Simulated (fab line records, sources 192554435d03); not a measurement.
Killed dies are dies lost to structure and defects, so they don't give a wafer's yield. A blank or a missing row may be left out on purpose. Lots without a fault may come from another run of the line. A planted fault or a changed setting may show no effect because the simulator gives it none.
fab line records | flow n5_finfet
record lots=12 wafers=33 last_day=17
route steps=1938 shown MIM_TOP_LITHO@1848 MIM_BOT_ETCH@1868 PASS1_CAP@1874 PASSIVATION@1936
lots that met no fault: from a run of the same line without faults
start_h: hours from the record's first day to the start of the lot's first wafer shown | wait_h: hours since the lot's step before | " the same as in the row above | L1.1+2: a row that stands for several wafers | - no value, or no start given | * or withheld: withheld | < > ~ a bound
route shown NAME@n: a module of which the file shows steps, and the number in the route of the first | usual: mean/standard deviation of fault-free wafers | same: alike in all rows | chamber/n: place in a boat | sites: the reading at each site | _std_site: their standard deviation | _edge_site: outer sites' mean less inner sites' | radius_mm: how far each site lies from the wafer's centre | mask NAME#n: copy n | behind: the tool/chamber that last shaped the wafer | hold: why the lot was held/for how many hours/how that ended | device: the transistor (n, p or np) that didn't switch | end of line: the same wafers' tests at the end of the route | a step without rows: its recipe alone | killed: dies lost to structure and defects at the first sort, not the wafer's yield | map: a wafer's dies, x killed, . not, _ none there
set.NAME: the setting as run; set.NAME@STEP: as run at that earlier step | model.NAME: the simulator's own value behind a step, which no gauge read
steps of the route over a sample of lots; a table a step, a row a wafer
services: from which hour (start_h, from the record's first day; less than 0 if before it) a tool's chamber was out of use, for how many hours, and why
## steps
# step N5_MIM_TOP_LITHO_OVL_MEAS_11
# recipe points_per_wafer=44
# usual MIM_TOP_OVL=1/5.5
# columns lot.wafer tool chamber start_h wait_h MIM_TOP_OVL[nm]
L147.1 overlay-01 0 272.32 0.0 -11
L147.3 " 0 " " 1
L145.1 overlay-02 0 273.02 0.0 0
L145.2 " 0 " " -4
L149.1 overlay-02 0 290.46 0.0 0
L149.2 " 0 " " -2
L149.5 " 0 " " -4
L151.1 overlay-02 0 290.62 0.0 -3
L151.2 " 0 " " -2
L151.6 " 0 " " 1
L156.3 overlay-02 0 332.33 0.0 0
L156.6 " 0 " " 10
L154.4 overlay-01 0 334.13 0.0 0
L154.5 " 0 " " 12
L154.6 " 0 " " 3
L157.2 overlay-02 0 334.39 0.0 3
L157.4 " 0 " " 8
L157.6 " 0 " " 9
L160.3 overlay-02 0 366.16 0.1 6
L160.4 " 0 " " 12
L160.5 " 0 " " -1
L161.2 overlay-02 0 369.69 0.0 -9
L161.5 " 0 " " 0
L161.6 " 0 " " -8
L164.3 overlay-02 0 377.22 0.0 -3
L164.4 " 0 " " -4
L164.5 " 0 " " 4
L163.2 overlay-02 0 379.40 0.0 1
L163.3 " 0 " " 8
L163.4 " 0 " " 3
L168.1 overlay-01 0 406.86 0.0 5
L168.3 " 0 " " 4
L168.4 " 0 " " -3
# step N5_MIM_TOP_LITHO_DESCUM_10
# recipe chemistry=O2 time_s=7.9 source_power_w=50 bias_power_w=20 pressure_mtorr=20 rf_frequency_hz=2.712e+07 temp_c=40 o2_flow_sccm=225
# usual chamber_pressure_mTorr=20.003/0.017 drypump_motor_current_A=5.8/0.4 oes_product_au=0.80/0.053 rf_vpp_V=243.5/1.3 showerhead_plenum_p_Torr=2.12/0.07 throttle_valve_pct=20.33/0.25
# columns lot.wafer tool chamber start_h wait_h chamber_pressure_mTorr drypump_motor_current_A oes_product_au rf_hours_counter_h rf_vpp_V showerhead_plenum_p_Torr throttle_valve_pct
L147.1 rie_diel-06 3 272.87 0.5 20.018 5.8 0.82 106 245.2 2.18 20.10
L147.3 " 1 " " 20.004 6.1 0.75 135 240.9 2.03 20.56
L145.1 rie_diel-02 1 273.22 0.2 20.009 5.7 0.91 19 244.6 2.12 19.91
L145.2 " 0 " " 19.982 6.4 0.89 63 243.4 2.03 20.62
L149.1 rie_diel-06 2 290.52 0.0 20.005 5.1 0.82 69 241.4 2.12 20.01
L149.2 " 3 " " 20.001 5.8 0.80 112 245.2 2.18 20.12
L149.5 " 3 " " 19.980 5.8 0.80 - 245.6 2.17 20.13
L151.1 rie_diel-03 3 290.68 0.0 19.997 5.6 0.80 92 244.5 2.12 20.38
L151.2 " 1 " " 20.004 5.6 0.85 54 244.0 2.24 20.44
L151.6 " 0 " " 20.042 6.2 0.79 - 242.5 2.08 20.68
L156.3 rie_diel-06 3 332.45 0.1 20.019 5.8 0.79 125 245.2 2.17 20.15
L156.6 " 2 " " 20.042 5.1 0.81 - 242.7 2.11 20.04
L154.4 rie_diel-06 0 334.69 0.5 19.992 6.2 0.78 109 245.1 2.21 20.21
L154.5 " 3 " " 20.023 5.8 0.79 - 243.8 2.17 20.14
L154.6 " 2 " " 20.010 5.1 0.81 - 243.2 2.11 20.03
L157.2 rie_diel-06 2 334.82 0.4 19.990 5.1 0.80 83 243.3 2.11 20.01
L157.4 " 0 " " 20.019 6.1 0.79 109 245.0 2.21 20.20
L157.6 " 3 " " 19.958 5.8 0.79 - 243.3 2.17 20.15
L160.3 rie_diel-03 1 366.55 0.4 19.954 5.6 0.82 86 245.7 2.23 20.51
L160.4 " 0 " " 20.020 6.2 0.77 168 244.1 2.07 20.74
L160.5 " 2 " " 20.013 5.5 0.81 - 244.2 2.19 20.65
L161.2 rie_diel-02 3 369.77 0.1 19.995 4.9 0.75 148 243.5 2.11 20.21
L161.5 " 0 " " 19.981 6.4 0.84 - 242.1 2.02 20.67
L161.6 " 3 " " 19.959 4.9 0.75 - 242.2 2.11 20.22
L164.3 rie_diel-06 3 377.28 0.0 19.985 5.8 0.77 145 244.0 2.16 20.16
L164.4 " 2 " " 20.018 5.1 0.79 102 242.5 2.11 20.05
L164.5 " 2 " " 20.012 5.1 0.80 - 243.7 2.11 20.05
L163.2 rie_diel-02 0 379.46 0.0 19.999 6.4 0.84 90 241.5 2.02 20.65
L163.3 " 1 " " 19.993 5.7 0.87 46 244.2 2.11 19.98
L163.4 " 2 " " 19.997 5.6 0.89 38 242.6 2.05 20.24
L168.1 rie_diel-02 3 406.92 0.0 20.044 4.9 0.74 161 242.3 2.10 20.26
L168.3 " 0 " " 20.019 6.4 0.83 100 242.2 2.01 20.66
L168.4 " 1 " " 20.019 5.7 0.85 57 243.4 2.11 19.99
# step N5_MIM_BOT_ETCH_ETCH_00
# recipe chemistry=Cl2/BCl3 target=TiN target_depth_a=455 ion_energy_ev=150 pressure_mtorr=10 icp_w=1000 bias_w=126 Cl2_flow_sccm=53.25 bcl3_flow_sccm=21.75 Ar_flow_sccm=25
# usual bias_w=126.1/0.37 chamber_pressure_mTorr=10.002/0.0083 drypump_motor_current_A=5.64/0.26 oes_product_au=0.78/0.096 throttle_valve_pct=21.96/0.16
# columns lot.wafer tool chamber start_h wait_h bias_w chamber_pressure_mTorr drypump_motor_current_A oes_product_au rf_hours_counter_h throttle_valve_pct
L147.1 rie_metal-01 1 273.89 0.1 126.3 10.011 5.66 0.93 3 22.04
L147.3 " 0 " " 126.1 10.014 6.01 0.69 - 22.02
L145.1 rie_metal-01 1 274.33 0.1 126.4 10.004 5.67 0.93 3 22.06
L145.2 " 0 " " 126.1 9.994 6.02 0.68 80 22.01
L149.1 rie_metal-03 1 291.74 0.1 125.7 9.998 5.11 0.75 47 22.00
L149.2 " 0 " " 126.3 9.996 5.75 0.72 65 21.96
L149.5 " 0 " " 126.1 10.009 5.77 0.73 - 21.96
L151.1 rie_metal-02 0 292.00 0.1 126.1 10.009 5.58 0.77 45 21.99
L151.2 " 0 " " 125.9 10.004 5.57 0.77 - 21.99
L151.6 " 0 " " 126.2 9.998 5.57 0.77 - 21.98
L156.3 rie_metal-02 1 334.40 0.1 125.2 10.002 5.54 0.98 - 21.53
L156.6 " 1 " " 125.5 10.005 5.55 0.99 - 21.50
L154.4 rie_metal-01 1 336.30 0.1 126.0 10.002 5.66 0.88 - 22.08
L154.5 " 0 " " 126.2 9.993 6.01 0.67 - 22.03
L154.6 " 1 " " 126.0 10.010 5.65 0.88 - 22.08
L157.2 rie_metal-02 0 336.51 0.1 126.5 10.006 5.57 0.75 51 21.99
L157.4 " 0 " " 126.3 10.003 5.57 0.75 - 22.00
L157.6 " 0 " " 126.3 10.001 5.57 0.76 - 22.00
L160.3 rie_metal-01 0 367.69 0.1 152.1 10.012 6.03 0.72 - 21.96
L160.4 " 1 " " 126.7 10.016 5.65 0.88 - 22.07
L160.5 " 0 " " 152.5 9.996 6.00 0.70 - 21.99
L161.2 rie_metal-02 0 371.10 0.1 125.6 9.993 5.57 0.75 55 21.98
L161.5 " 1 " " 126.4 9.996 5.54 0.95 - 21.53
L161.6 " 0 " " 126.3 9.995 5.57 0.75 - 21.99
L164.3 rie_metal-01 0 378.53 0.1 151.9 10.007 6.04 0.70 - 21.98
L164.4 " 1 " " 126.1 10.004 5.67 0.86 - 22.07
L164.5 " 0 " " 151.7 10.010 6.03 0.69 - 22.00
L163.2 rie_metal-01 1 380.63 0.1 126.7 10.005 5.63 0.87 11 22.06
L163.3 " 0 " " 152.3 10.006 6.00 0.70 - 21.99
L163.4 " 1 " " 126.9 9.996 5.64 0.87 - 22.06
L168.1 rie_metal-02 1 408.11 0.1 125.6 9.999 5.51 0.92 8 21.52
L168.3 " 1 " " 125.7 9.993 5.52 0.92 - 21.51
L168.4 " 0 " " 126.4 9.997 5.56 0.74 - 22.00
# step N5_PASSIVATION_PECVD_01
# recipe material=SiNx target_thk_a=2000 temp_c=400 precursor=SiH4/NH3/N2 pressure_torr=4.9 rf_w=1406 time_s=43.2
# usual heater_power_w=332/76 showerhead_plenum_p_Torr=8.67/0.065 throttle_valve_pct=29.4/1.2
# columns lot.wafer tool chamber start_h wait_h heater_power_w showerhead_plenum_p_Torr throttle_valve_pct
L147.1 pecvd-04 1 274.59 0.0 316 8.65 29.8
L147.3 " 1 " " 332 8.64 29.7
L145.1 pecvd-04 0 275.04 0.0 299 8.59 28.9
L145.2 " 1 " " 328 8.63 29.6
L149.1 pecvd-03 0 292.42 0.0 402 8.66 30.1
L149.2 " 2 " " 237 8.77 27.3
L149.5 " 0 " " 412 8.67 30.0
L151.1 pecvd-03 0 292.82 0.0 410 8.66 30.4
L151.2 " 2 " " 294 8.76 27.0
L151.6 " 0 " " 425 8.67 30.4
L156.3 pecvd-04 2 335.19 0.0 260 8.69 26.8
L156.6 " 1 " " 348 8.63 29.6
L157.2 pecvd-04 0 337.26 0.0 370 8.60 29.0
L157.4 " 0 " " 377 8.60 29.1
L157.6 " 1 " " 345 8.64 29.4
L154.4 pecvd-03 1 337.36 0.1 402 8.68 30.0
L154.5 " 1 " " 433 8.69 29.7
L154.6 " 1 " " 431 8.69 29.9
L160.3 pecvd-02 0 368.37 0.0 276 8.59 30.6
L160.4 " 2 " " 320 8.78 29.9
L160.5 " 0 " " 288 8.57 30.6
L161.2 pecvd-02 2 371.78 0.0 370 8.77 29.6
L161.5 " 2 " " 374 8.78 30.2
L161.6 " 1 " " 252 8.68 30.5
L164.3 pecvd-02 0 379.23 0.0 279 8.60 30.5
L164.4 " 1 " " 171 8.70 30.2
L164.5 " 0 " " 291 8.57 30.5
L163.2 pecvd-03 0 381.31 0.0 441 8.65 30.1
L163.3 " 2 " " 324 8.80 27.9
L163.4 " 1 " " 526 8.71 29.8
L168.1 pecvd-02 1 408.79 0.0 222 8.70 30.6
L168.3 " 2 " " 261 8.76 29.7
L168.4 " 1 " " 225 8.69 30.6
# step N5_PASSIVATION_PROBE_49
# usual defect_limited_yield=91.2/1.5 killed_at_M0_to_M3=36/10 killed_at_M4_up=13/6 killed_at_contacts=11/5.2 killed_at_front_end=40/11 killed_at_other=3.1/2.9 killed_dies=104/17 killed_open=66/12 killed_short=34/7.7 sort_bin_5_function=5.1/0.91 sort_bin_6_memory=3.2/0.67 sort_n_pass=1076/17 sort_yield_pct=91.2/1.5
# same gross_dies=1180 killed_at_back_side=0 sort_bin_4_leakage[%]=0 sort_bin_8_speed[%]=0
# columns lot.wafer tool chamber start_h wait_h defect_limited_yield[%] killed_at_M0_to_M3 killed_at_M4_up killed_at_contacts killed_at_front_end killed_at_other killed_dies killed_open killed_short sort_bin_5_function[%] sort_bin_6_memory[%] sort_n_pass sort_yield_pct[%]
L160.3 prober-01 - 378.28 0.1 93.4 34 4 7 32 1 78 56 20 2.9 3.6 1102 93.4
L160.4 prober-01 - 378.33 0.2 91.3 37 7 9 46 4 103 63 31 5.0 2.8 1077 91.3
L160.5 prober-01 - 378.38 0.2 89.4 53 13 15 42 2 125 62 55 5.9 3.9 1055 89.4
L161.2 prober-01 - 380.20 0.1 90.8 36 8 17 46 1 108 65 42 5.4 3.6 1072 90.8
L161.5 prober-01 - 380.35 0.2 91.9 36 8 9 42 1 96 69 25 4.7 3.1 1084 91.9
L161.6 prober-01 - 380.40 0.3 90.5 31 7 17 56 1 112 70 33 4.6 3.9 1068 90.5
# killed by level:class
L160.3 BEOL_M1:geometric_particle:open=11 FIN_SAQP:geometric_particle:open=6 DUMMY_GATE:geometric_particle:open=6 MOL_CONTACT_COAG:geometric_particle:open=6 BEOL_M0_SAQP:geometric_particle:short=6 BEOL_M0_SAQP:geometric_particle:open=6 BEOL_M3:geometric_particle:open=4 FIN_SAQP:geometric_particle:short=4
L160.4 BEOL_M0_SAQP:geometric_particle:short=10 BEOL_M0_SAQP:geometric_particle:open=10 MOL_CONTACT_COAG:geometric_particle:open=9 HKMG_FIN:area_etch=8 FIN_SAQP:geometric_particle:short=7 DUMMY_GATE:geometric_particle:open=7 FIN_SAQP:geometric_particle:open=6 GATE_CUT:geometric_particle:open=5
L160.5 BEOL_M0_SAQP:geometric_particle:short=24 BEOL_M0_SAQP:geometric_particle:open=17 MOL_CONTACT_COAG:geometric_particle:open=8 FIN_SAQP:geometric_particle:open=7 MOL_CONTACT_COAG:geometric_particle:short=7 BEOL_M4:geometric_particle:open=7 HKMG_FIN:area_etch=7 FIN_SAQP:geometric_particle:short=5
L161.2 MOL_CONTACT_COAG:geometric_particle:open=11 BEOL_M0_SAQP:geometric_particle:short=11 DUMMY_GATE:geometric_particle:open=10 FIN_SAQP:geometric_particle:short=9 GATE_CUT:geometric_particle:short=9 BEOL_M0_SAQP:geometric_particle:open=8 FIN_SAQP:geometric_particle:open=6 GATE_CUT:geometric_particle:open=6
L161.5 FIN_SAQP:geometric_particle:open=10 BEOL_M0_SAQP:geometric_particle:open=9 BEOL_M2:geometric_particle:open=9 MOL_CONTACT_COAG:geometric_particle:open=8 FIN_SAQP:geometric_particle:short=6 STI_FIN_REVEAL:geometric_particle:open=6 BEOL_M0:geometric_particle:open=5 STARTING-WAFER:geometric_particle:open=4
L161.6 MOL_CONTACT_COAG:geometric_particle:open=17 FIN_SAQP:geometric_particle:open=10 BEOL_M3:geometric_particle:open=10 STI_FIN_REVEAL:geometric_particle:open=8 GATE_CUT:geometric_particle:short=8 HKMG_FIN:area_etch=8 BEOL_M2:geometric_particle:open=7 GATE_CUT:geometric_particle:open=6
## services
# columns tool chamber start_h hours kind
pecvd-04 2 251.58 - clean
pecvd-04 2 251.58 - consumable_replace:showerhead
pecvd-04 2 251.58 29.0 scheduled_down
pecvd-04 2 251.58 29.0 vent_cycle
rie_metal-01 - 255.61 1.0 repair
pecvd-03 - 257.52 0.3 repair
rie_metal-02 1 290.19 - clean
rie_metal-02 1 290.19 33.3 scheduled_down
rie_metal-02 1 290.19 33.3 vent_cycle
rie_diel-06 - 307.32 2.8 pm
rie_diel-02 - 329.88 24.2 repair
pecvd-03 0 330.27 10.9 repair
pecvd-02 0 380.46 2.1 scheduled_down
pecvd-04 2 382.38 2.1 scheduled_down
pecvd-02 1 383.33 4.7 repair
pecvd-03 1 383.62 - clean
pecvd-03 1 383.62 - consumable_replace:showerhead
pecvd-03 1 383.62 29.0 scheduled_down
pecvd-03 1 383.62 29.0 vent_cycle
rie_diel-06 2 386.98 7.8 repair
rie_metal-01 - 395.15 0.6 repair
## key
first_sign step=N5_MIM_BOT_ETCH_ETCH_00 reading=bias_w direction=up sigmas=70 usual=* struck=*
effect none on later readings
met_at N5_MIM_BOT_ETCH_ETCH_00
struck_lots L160,L163,L164
struck_wafers L160.3,L160.5,L163.3,L164.3,L164.5
not_acting_at N5_MIM_TOP_LITHO_OVL_MEAS_11,N5_MIM_TOP_LITHO_DESCUM_10,N5_PASSIVATION_PECVD_01
onset_between 336.30 367.69
fault kind=process_parameter_drift tool=rie_metal-01 chamber=0 onset_h=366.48 steps=N5_MIM_BOT_ETCH_ETCH_00 channel=bias_w offset=* shape=step end_h=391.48 acts_in=* stated=*
